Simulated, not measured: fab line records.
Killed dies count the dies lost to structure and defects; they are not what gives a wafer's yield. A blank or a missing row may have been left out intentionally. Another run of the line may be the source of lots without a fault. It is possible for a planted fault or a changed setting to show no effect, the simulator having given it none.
fab line records / flow n5Finfet
record lots=4 wafers=12 lastDay=18
route steps=1938 shown WELL_APT@22 PMOS_HMC_CHANNEL_EPI@57 BEOL_M4@1111 PASSIVATION@1936
lots that met no fault: taken from a fault-free run of the same line
startH: the number of hours between the record's first day and the start of the first shown wafer of the lot / waitH: hours from the lot's prior step to this one / " unchanged from the row above / L1.1+2: a single row standing in for several wafers / - no value, or no start was given / * or withheld: withheld / < > ~ a bound
route shown NAME@n: a module of which the file shows steps, and the number in the route of the first / usual: the fault-free wafers' mean and standard deviation / same: alike in all rows / chamber/n: place in a boat / sites: readings site by site / _std_site: standard deviation of those values / _edge_site: inner sites' mean taken away from outer sites' mean / radiusMm: how far each site lies from the wafer's centre / mask NAME#n: copy n / behind: tool/chamber where the wafer was last shaped / hold: why the lot was held/for how many hours/how that ended / device: the transistor (n, p or np) that didn't switch / end of line: the tests these same wafers got at the end of their route / step lacking rows: just its recipe / killed: at the first sort, the dies lost to defects and structure; wafer yield is something else / map: the dies of a wafer, with x for killed, . for not killed, _ for no die there
set.NAME: the setting as run; set.NAME@STEP: as run at that earlier step / model.NAME: the simulator's own value behind a step, which no gauge read
lots seen at some steps along the route; tables by step, rows by wafer
## steps
# step N5_WELL_APT_EBR_04
# recipe solvent=PGMEA ebrWidthMm=1.5
# step N5_WELL_APT_SOFTBAKE_03
# recipe tempC=130 timeS=60
# step N5_WELL_APT_EXPOSE_05
# recipe maskId=NWELL na=0.8 sourceShape=conventional sigmaOuter=0.8 polarization=unpolarized defocusNm=0 targetCdNm=200 doseMj=20.3
# step N5_WELL_APT_PEB_06
# recipe pebTempC=130 pebTimeS=90
# step N5_WELL_APT_DEVELOP_07
# recipe developTimeS=45 rinseLiquid=surfactantRinse dry=airSpin devTempC=21
# step N5_WELL_APT_HARDBAKE_12
# recipe tempC=130 timeS=120
# step N5_WELL_APT_DESCUM_13
# recipe chemistry=O2 timeS=7.9 sourcePowerW=50 biasPowerW=20 pressureMtorr=20 rfFrequencyHz=2.712e+07 tempC=40 o2FlowSccm=225
# step N5_WELL_APT_IMPLANT_14
# recipe species=P energyKev=160 doseCm2=1.5e+13 tiltDeg=0 rotationDeg=0
# step N5_WELL_APT_IMPLANT_15
# recipe species=As energyKev=25 doseCm2=1.5e+13 tiltDeg=0 rotationDeg=0
# step N5_WELL_APT_STRIP_16
# recipe chemistry=SPM timeS=900 tempC=130 h2so4H2o2VolRatio=4 dry=ipaMarangoni
lot.wafer=L208.3+4+6 tool=wetBench-06 chamber=5,0,2 startH=68.41 waitH=0.1
lot.wafer=L213.3+5+6 tool=wetBench-06 chamber=4,0,6 startH=98.36 waitH=0.1
lot.wafer=L217.1+2+6 tool=wetBench-06 chamber=0,6,3 startH=122.13 waitH=0.2
lot.wafer=L220.2+3+4 tool=wetBench-03 chamber=4,7,5 startH=140.15 waitH=0.1
# step N5_WELL_APT_HMDS_18
# recipe timeS=60 tempC=120
# step N5_WELL_APT_COAT_19
# recipe spinRpm=1357 resistThkNm=950
# step N5_WELL_APT_EBR_21
# recipe solvent=PGMEA ebrWidthMm=1.5
# step N5_WELL_APT_SOFTBAKE_20
# recipe tempC=130 timeS=60
# step N5_WELL_APT_EXPOSE_22
# recipe maskId=PWELL na=0.8 sourceShape=conventional sigmaOuter=0.8 polarization=unpolarized defocusNm=0 targetCdNm=200 doseMj=23.2
# step N5_WELL_APT_PEB_23
# recipe pebTempC=130 pebTimeS=90
# step N5_WELL_APT_DEVELOP_24
# recipe developTimeS=45 rinseLiquid=surfactantRinse dry=airSpin devTempC=21
# step N5_WELL_APT_HARDBAKE_29
# recipe tempC=130 timeS=120
# step N5_WELL_APT_INSPECT_27
# recipe mode=adi inspectInstrument=macro
# usual rawDefectCount=2.0/1.5
lot.wafer=L208.3 tool=defectInspect-02 chamber=- startH=69.01 waitH=0.0 rawDefectCount=1
lot.wafer=L208.4 tool=defectInspect-02 chamber=- startH=69.01 waitH=0.0 rawDefectCount=4
lot.wafer=L208.6 tool=defectInspect-02 chamber=- startH=69.01 waitH=0.0 rawDefectCount=2
lot.wafer=L213.3 tool=defectInspect-01 chamber=- startH=98.97 waitH=0.0 rawDefectCount=270
lot.wafer=L213.5 tool=defectInspect-01 chamber=- startH=98.97 waitH=0.0 rawDefectCount=248
lot.wafer=L213.6 tool=defectInspect-01 chamber=- startH=98.97 waitH=0.0 rawDefectCount=275
lot.wafer=L217.1 tool=defectInspect-01 chamber=- startH=122.86 waitH=0.0 rawDefectCount=248
lot.wafer=L217.2 tool=defectInspect-01 chamber=- startH=122.86 waitH=0.0 rawDefectCount=270
lot.wafer=L217.6 tool=defectInspect-01 chamber=- startH=122.86 waitH=0.0 rawDefectCount=259
lot.wafer=L220.2 tool=defectInspect-02 chamber=- startH=140.87 waitH=0.0 rawDefectCount=4
lot.wafer=L220.3 tool=defectInspect-02 chamber=- startH=140.87 waitH=0.0 rawDefectCount=1
lot.wafer=L220.4 tool=defectInspect-02 chamber=- startH=140.87 waitH=0.0 rawDefectCount=4
# step N5_WELL_APT_DESCUM_30
# recipe chemistry=O2 timeS=7.9 sourcePowerW=50 biasPowerW=20 pressureMtorr=20 rfFrequencyHz=2.712e+07 tempC=40 o2FlowSccm=225
# step N5_WELL_APT_IMPLANT_31
# recipe species=B energyKev=60 doseCm2=1.5e+13 tiltDeg=0 rotationDeg=0
# step N5_WELL_APT_IMPLANT_32
# recipe species=BF2 energyKev=50 doseCm2=2e+13 tiltDeg=0 rotationDeg=0
# step N5_WELL_APT_STRIP_33
# recipe chemistry=SPM timeS=900 tempC=130 h2so4H2o2VolRatio=4 dry=ipaMarangoni
# step N5_WELL_APT_RTA_34
# recipe tempC=1000 timeS=10 ambient=N2 idleTempC=600 rampUpCPerS=150 rampDownCPerS=60 coolToC=600
# step N5_WELL_APT_OXIDE_STRIP_42
# recipe chemistry=dHF dilution=25:1 timeS=45 tempC=25 target=SiO2 targetDepthA=120
# step N5_WELL_APT_PRECLEAN_36
# recipe chemistry=O3/DIW timeS=45 tempC=22 o3Ppm=10
# step N5_WELL_APT_PRECLEAN_39
# recipe chemistry=dHF timeS=60 dilution=150:1 tempC=25
# step N5_WELL_APT_SRD_37
# recipe dry=ipaMarangoni doPpb=5 timeS=30 tempC=23 rinseLiquid=diw
# step N5_WELL_APT_EPI_41
# recipe material=Si targetThkA=500 tempC=650 precursor=SiH4/H2 pressureTorr=20 timeS=297.7
# step N5_WELL_APT_INSPECT_38
# recipe inspectInstrument=darkfield mode=postEpi
# usual rawDefectCount=14/4.9
lot.wafer=L208.3 tool=defectInspect-02 chamber=- startH=70.95 waitH=0.3 rawDefectCount=16
lot.wafer=L208.4 tool=defectInspect-02 chamber=- startH=70.95 waitH=0.3 rawDefectCount=12
lot.wafer=L208.6 tool=defectInspect-02 chamber=- startH=70.95 waitH=0.3 rawDefectCount=17
lot.wafer=L213.3 tool=defectInspect-01 chamber=- startH=100.98 waitH=0.4 rawDefectCount=285
lot.wafer=L213.5 tool=defectInspect-01 chamber=- startH=100.98 waitH=0.4 rawDefectCount=256
lot.wafer=L213.6 tool=defectInspect-01 chamber=- startH=100.98 waitH=0.4 rawDefectCount=283
lot.wafer=L217.1 tool=defectInspect-01 chamber=- startH=125.02 waitH=0.7 rawDefectCount=250
lot.wafer=L217.2 tool=defectInspect-01 chamber=- startH=125.02 waitH=0.7 rawDefectCount=293
lot.wafer=L217.6 tool=defectInspect-01 chamber=- startH=125.02 waitH=0.7 rawDefectCount=278
lot.wafer=L220.2 tool=defectInspect-01 chamber=- startH=142.54 waitH=0.4 rawDefectCount=16
lot.wafer=L220.3 tool=defectInspect-01 chamber=- startH=142.54 waitH=0.4 rawDefectCount=12
lot.wafer=L220.4 tool=defectInspect-01 chamber=- startH=142.54 waitH=0.4 rawDefectCount=11
# step N5_PMOS_HMC_CHANNEL_EPI_HM_DEP_34
# recipe material=SiO2 targetThkA=360 tempC=400 precursor=TEOS/O2 pressureTorr=6.5 rfW=900 teosFlowSccm=161.4 gas=O2 flowSccm=2650 timeS=6.9
# step N5_BEOL_M4_RC_MEAS_101
# usual DIBL_N=36.4/2.2 DIBL_P=36.3/2.5 IOFF_N=0.17/0.052 IOFF_P=0.23/0.049 ION_N=674/17 ION_P=464/11 SS_N=71.7/0.98 SS_P=73.3/0.84 VT_N=250/4 VT_P=-249/3.8
lot.wafer=L208.3 tool=prober-01 chamber=0 startH=243.03 waitH=0.3 DIBL_N[mV/V]=37.5 DIBL_P[mV/V]=38.6 IOFF_N[nA/um]=0.19 IOFF_P[nA/um]=0.29 ION_N[uA/um]=689 ION_P[uA/um]=478 SS_N[mV/dec]=72.5 SS_P[mV/dec]=74.2 VT_N[mV]=248 VT_P[mV]=-245
lot.wafer=L208.4 tool=prober-01 chamber=0 startH=243.03 waitH=0.3 DIBL_N[mV/V]=37.2 DIBL_P[mV/V]=34.5 IOFF_N[nA/um]=0.17 IOFF_P[nA/um]=0.23 ION_N[uA/um]=659 ION_P[uA/um]=457 SS_N[mV/dec]=72.8 SS_P[mV/dec]=73.0 VT_N[mV]=251 VT_P[mV]=-247
lot.wafer=L208.6 tool=prober-01 chamber=0 startH=243.03 waitH=0.3 DIBL_N[mV/V]=38.3 DIBL_P[mV/V]=37.0 IOFF_N[nA/um]=0.21 IOFF_P[nA/um]=0.28 ION_N[uA/um]=704 ION_P[uA/um]=478 SS_N[mV/dec]=72.7 SS_P[mV/dec]=73.3 VT_N[mV]=245 VT_P[mV]=-244
lot.wafer=L213.3 tool=prober-01 chamber=0 startH=277.69 waitH=0.3 DIBL_N[mV/V]=35.4 DIBL_P[mV/V]=33.1 IOFF_N[nA/um]=0.13 IOFF_P[nA/um]=0.17 ION_N[uA/um]=654 ION_P[uA/um]=454 SS_N[mV/dec]=70.7 SS_P[mV/dec]=72.1 VT_N[mV]=252 VT_P[mV]=-253
lot.wafer=L213.5 tool=prober-01 chamber=0 startH=277.69 waitH=0.3 DIBL_N[mV/V]=35.4 DIBL_P[mV/V]=33.7 IOFF_N[nA/um]=0.14 IOFF_P[nA/um]=0.19 ION_N[uA/um]=665 ION_P[uA/um]=460 SS_N[mV/dec]=70.8 SS_P[mV/dec]=72.8 VT_N[mV]=250 VT_P[mV]=-253
lot.wafer=L213.6 tool=prober-01 chamber=0 startH=277.69 waitH=0.3 DIBL_N[mV/V]=36.3 DIBL_P[mV/V]=35.6 IOFF_N[nA/um]=0.15 IOFF_P[nA/um]=0.21 ION_N[uA/um]=671 ION_P[uA/um]=461 SS_N[mV/dec]=71.3 SS_P[mV/dec]=73.2 VT_N[mV]=251 VT_P[mV]=-250
lot.wafer=L217.1 tool=prober-02 chamber=0 startH=323.58 waitH=0.0 DIBL_N[mV/V]=36.0 DIBL_P[mV/V]=35.7 IOFF_N[nA/um]=0.14 IOFF_P[nA/um]=0.18 ION_N[uA/um]=660 ION_P[uA/um]=451 SS_N[mV/dec]=71.6 SS_P[mV/dec]=73.3 VT_N[mV]=252 VT_P[mV]=-250
lot.wafer=L217.2 tool=prober-02 chamber=0 startH=323.58 waitH=0.0 DIBL_N[mV/V]=36.3 DIBL_P[mV/V]=36.6 IOFF_N[nA/um]=0.14 IOFF_P[nA/um]=0.20 ION_N[uA/um]=664 ION_P[uA/um]=456 SS_N[mV/dec]=71.7 SS_P[mV/dec]=73.1 VT_N[mV]=252 VT_P[mV]=-254
lot.wafer=L217.6 tool=prober-02 chamber=0 startH=323.58 waitH=0.0 DIBL_N[mV/V]=35.0 DIBL_P[mV/V]=35.0 IOFF_N[nA/um]=0.13 IOFF_P[nA/um]=0.18 ION_N[uA/um]=673 ION_P[uA/um]=460 SS_N[mV/dec]=70.7 SS_P[mV/dec]=72.7 VT_N[mV]=250 VT_P[mV]=-255
lot.wafer=L220.2 tool=prober-02 chamber=0 startH=332.12 waitH=0.2 DIBL_N[mV/V]=37.5 DIBL_P[mV/V]=38.5 IOFF_N[nA/um]=0.20 IOFF_P[nA/um]=0.28 ION_N[uA/um]=696 ION_P[uA/um]=474 SS_N[mV/dec]=72.0 SS_P[mV/dec]=73.5 VT_N[mV]=248 VT_P[mV]=-247
lot.wafer=L220.3 tool=prober-02 chamber=0 startH=332.12 waitH=0.2 DIBL_N[mV/V]=35.0 DIBL_P[mV/V]=34.6 IOFF_N[nA/um]=0.15 IOFF_P[nA/um]=0.20 ION_N[uA/um]=674 ION_P[uA/um]=462 SS_N[mV/dec]=71.2 SS_P[mV/dec]=72.1 VT_N[mV]=252 VT_P[mV]=-250
lot.wafer=L220.4 tool=prober-02 chamber=0 startH=332.12 waitH=0.2 DIBL_N[mV/V]=36.7 DIBL_P[mV/V]=35.9 IOFF_N[nA/um]=0.18 IOFF_P[nA/um]=0.23 ION_N[uA/um]=672 ION_P[uA/um]=465 SS_N[mV/dec]=72.4 SS_P[mV/dec]=73.5 VT_N[mV]=248 VT_P[mV]=-248
# step N5_PASSIVATION_PROBE_49
# usual defectLimitedYield=91.2/1.4 killed_at_M0_to_M3=34/9.3 killed_at_M4_up=14/5.9 killedAtContacts=14/5.7 killedAtFrontEnd=38/10 killedAtOther=4/3.2 killedDies=104/17 killedOpen=67/13 killedShort=33/6.9 sort_bin_5_function=5.2/1 sort_bin_6_memory=3.3/0.61 sortNPass=1069/52 sortYieldPct=91/4.4
# same grossDies=1180 killedAtBackSide=0 sort_bin_4_leakage[%]=0 sort_bin_8_speed[%]=0
lot.wafer=L213.3 tool=prober-01 chamber=- startH=392.31 waitH=0.1 defectLimitedYield[%]=83.5 killed_at_M0_to_M3=21 killed_at_M4_up=27 killedAtContacts=19 killedAtFrontEnd=123 killedAtOther=5 killedDies=195 killedOpen=87 killedShort=38 sort_bin_5_function[%]=10.7 sort_bin_6_memory[%]=4.7 sortNPass=985 sortYieldPct[%]=83
lot.wafer=L213.5 tool=prober-01 chamber=- startH=392.41 waitH=0.2 defectLimitedYield[%]=81.4 killed_at_M0_to_M3=44 killed_at_M4_up=12 killedAtContacts=20 killedAtFrontEnd=130 killedAtOther=13 killedDies=219 killedOpen=81 killedShort=35 sort_bin_5_function[%]=11.6 sort_bin_6_memory[%]=5.8 sortNPass=961 sortYieldPct[%]=81
lot.wafer=L213.6 tool=prober-01 chamber=- startH=392.46 waitH=0.3 defectLimitedYield[%]=78.4 killed_at_M0_to_M3=42 killed_at_M4_up=13 killedAtContacts=16 killedAtFrontEnd=178 killedAtOther=6 killedDies=255 killedOpen=90 killedShort=45 sort_bin_5_function[%]=12.5 sort_bin_6_memory[%]=7.7 sortNPass=925 sortYieldPct[%]=78
lot.wafer=L217.1 tool=prober-01 chamber=- startH=431.57 waitH=0.0 defectLimitedYield[%]=83.2 killed_at_M0_to_M3=35 killed_at_M4_up=14 killedAtContacts=10 killedAtFrontEnd=129 killedAtOther=10 killedDies=198 killedOpen=62 killedShort=29 sort_bin_5_function[%]=11.7 sort_bin_6_memory[%]=3.7 sortNPass=982 sortYieldPct[%]=83
lot.wafer=L217.2 tool=prober-01 chamber=- startH=431.62 waitH=0.1 defectLimitedYield[%]=84.3 killed_at_M0_to_M3=23 killed_at_M4_up=19 killedAtContacts=7 killedAtFrontEnd=126 killedAtOther=10 killedDies=185 killedOpen=45 killedShort=29 sort_bin_5_function[%]=10.6 sort_bin_6_memory[%]=3.7 sortNPass=995 sortYieldPct[%]=84
lot.wafer=L217.6 tool=prober-01 chamber=- startH=431.82 waitH=0.3 defectLimitedYield[%]=84.5 killed_at_M0_to_M3=31 killed_at_M4_up=13 killedAtContacts=11 killedAtFrontEnd=125 killedAtOther=3 killedDies=183 killedOpen=57 killedShort=20 sort_bin_5_function[%]=9.7 sort_bin_6_memory[%]=4.2 sortNPass=997 sortYieldPct[%]=84
# killed by level:class
L213.3 WELL_APT:unspecified=65 MOL_CONTACT_COAG:geometricParticle:open=17 STI_FIN_REVEAL:geometricParticle:open=16 BEOL_M4:geometricParticle:open=13 FIN_SAQP:geometricParticle:open=7 FIN_SAQP:geometricParticle:short=6 ILD0:geometricParticle:short=6 ILD0:geometricParticle:open=6
L213.5 WELL_APT:unspecified=93 MOL_CONTACT_COAG:geometricParticle:open=15 STI_FIN_REVEAL:geometricParticle:open=9 BEOL_M1:geometricParticle:open=9 BEOL_M0_SAQP:geometricParticle:open=9 PASSIVATION:areaEtch=9 BEOL_M3:geometricParticle:open=8 STI_FIN_REVEAL:geometricParticle:short=7
L213.6 WELL_APT:unspecified=111 STI_FIN_REVEAL:geometricParticle:open=20 FIN_SAQP:geometricParticle:open=13 FIN_SAQP:geometricParticle:short=12 BEOL_M1:geometricParticle:open=9 BEOL_M3:geometricParticle:open=9 MOL_CONTACT_COAG:geometricParticle:short=8 MOL_CONTACT_COAG:geometricParticle:open=8
L217.1 WELL_APT:unspecified=102 BEOL_M3:geometricParticle:open=11 BEOL_M2:geometricParticle:open=10 MOL_CONTACT_COAG:geometricParticle:open=8 BEOL_M4:geometricParticle:open=6 GATE_CUT:geometricParticle:short=5 BEOL_M1:geometricParticle:open=5 FIN_SAQP:geometricParticle:short=4
L217.2 WELL_APT:unspecified=99 PASSIVATION:areaEtch=10 MOL_CONTACT_COAG:geometricParticle:open=7 STI_FIN_REVEAL:geometricParticle:open=6 BEOL_M3:geometricParticle:open=6 FIN_SAQP:geometricParticle:short=5 BEOL_M4:geometricParticle:open=5 BEOL_M0_SAQP:geometricParticle:short=4
L217.6 WELL_APT:unspecified=99 BEOL_M3:geometricParticle:open=12 MOL_CONTACT_COAG:geometricParticle:open=7 BEOL_M4:geometricParticle:open=7 BEOL_M1:geometricParticle:open=5 BEOL_M3:geometricParticle:short=4 MOL_CONTACT_COAG:areaEtch=4 FIN_SAQP:geometricParticle:open=3
# map L213.6 (x killed, . not)
_________________............________________
______________x......x.x........_____________
___________...x...........xx.......__________
__________........x...........x....._________
________.................x...x.....x.._______
_______x.........x......xx.............______
______.........x........x...x........x.._____
_____x....x....xx...x.........x....x....x____
____...x...x.........x.x.......x...x......___
___.......x..x.........x...........x.....x.__
___.x....x......x.........x.....x..x...x.x.__
__.........x...x.............x.............x_
__.....x......x.........x............x....x._
_.......x.................x.x..x.....xx....x.
_.x.........x....x......x..xx................
_....x.......x..x......x..x..x.........xx....
_....x....x...xx......................x..xx..
_.....x......xxx....xx..x..............x..x.x
_....x..x.xx.x..x.xx..........x.......x...x..
_....xx..xxxxxxxx...x.x.......x..x...........
_..x..x.xxxxxxxxx.x....x......xx..x..x.......
__..x.xxxxxxxxxxxxxxxx...........x.........._
__.....xxxxxxxxxxx.x...x...x...........x.x.._
___xx...xxxxxxxxxxx......x.....xx.x...x....__
___....xxxxxxxxxxxx.xx............x........__
____.xx.xxxxxxxxxx.xx.....................___
_____...xxx..xxx.x..x...xx...x.x........x____
______..xx.xx..xx...................x..._____
_______..x....xx.......x........x.x....______
________................x.......x....._______
__________.x.x.....x.....x.x.....x.._________
___________.............xx.........__________
______________........x........._____________
_________________.x.x........________________
# map L217.1 (x killed, . not)
_________________........x...________________
______________x...........x....._____________
___________......xx....x.x.........__________
__________....................x....._________
________..x........x.................._______
_______..xx............................______
______.x......x...................x...x._____
_____..........x..xx...............x...x.____
____.......x.x............x.........x.....___
___....x................................x..__
___............x.x....x....................__
__.x........x......x......................x._
__.....x..x..xxxxxxxx....................x.._
_.x...........xxxxxxx..x.....................
_.........x.xx.xxxxxxxx.....x.......x........
_........x.xxxxxxxxxx........................
_......x..xxxxxxxxxxx.xx.......x.............
_........xxxxxxxxxxxxx..x........x...........
_..x.......x.xxxxxxxxxx...x..............x...
_...x......xxxxxxxxxxx...x.......x...........
_x.........xxxxxxxx...xx....x....x.....x.....
__..........xxxxxxx....x...................._
__.......x......xx..........x..............._
___.x....x....x............x.........x.....__
___..........x.......x..............x......__
____.....xx......x......x..........xx....x___
_____...x.x.........x........x...........____
______..........................x......._____
_______................................______
________.x...............x............_______
__________...x...x.xx...........x..._________
___________.x.......x....x...x.x...__________
______________..........x...x..._____________
_________________....x...x...________________
## key
firstSign step=N5_WELL_APT_INSPECT_27 reading=rawDefectCount direction=up sigmas=99+ usual=2.0 struck=261.7
effect step=N5_WELL_APT_INSPECT_38 reading=rawDefectCount direction=up sigmas=53 usual=14 struck=274
effect step=N5_PASSIVATION_PROBE_49 reading=killedAtFrontEnd direction=up sigmas=9.2 usual=38 struck=135
moreKillsBornAt N5_WELL_APT_STRIP_16@wetBench-06=569
metAt N5_WELL_APT_STRIP_16
struckWafers L213.3,L213.5,L213.6,L217.1,L217.2,L217.6
baselineLoss step=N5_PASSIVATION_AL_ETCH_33 wafers=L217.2
onsetBetween 68.41 98.36
fault kind=chamberParticleSource tool=wetBench-06 chamber=- onsetH=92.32 steps=N5_WELL_APT_STRIP_16 ratePerVisitCm2=0.399 endH=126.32
# baselineLoss: these wafers lose ten dies or more at that step, a loss of the line's own and not of a fault; the sort's usual values leave them out
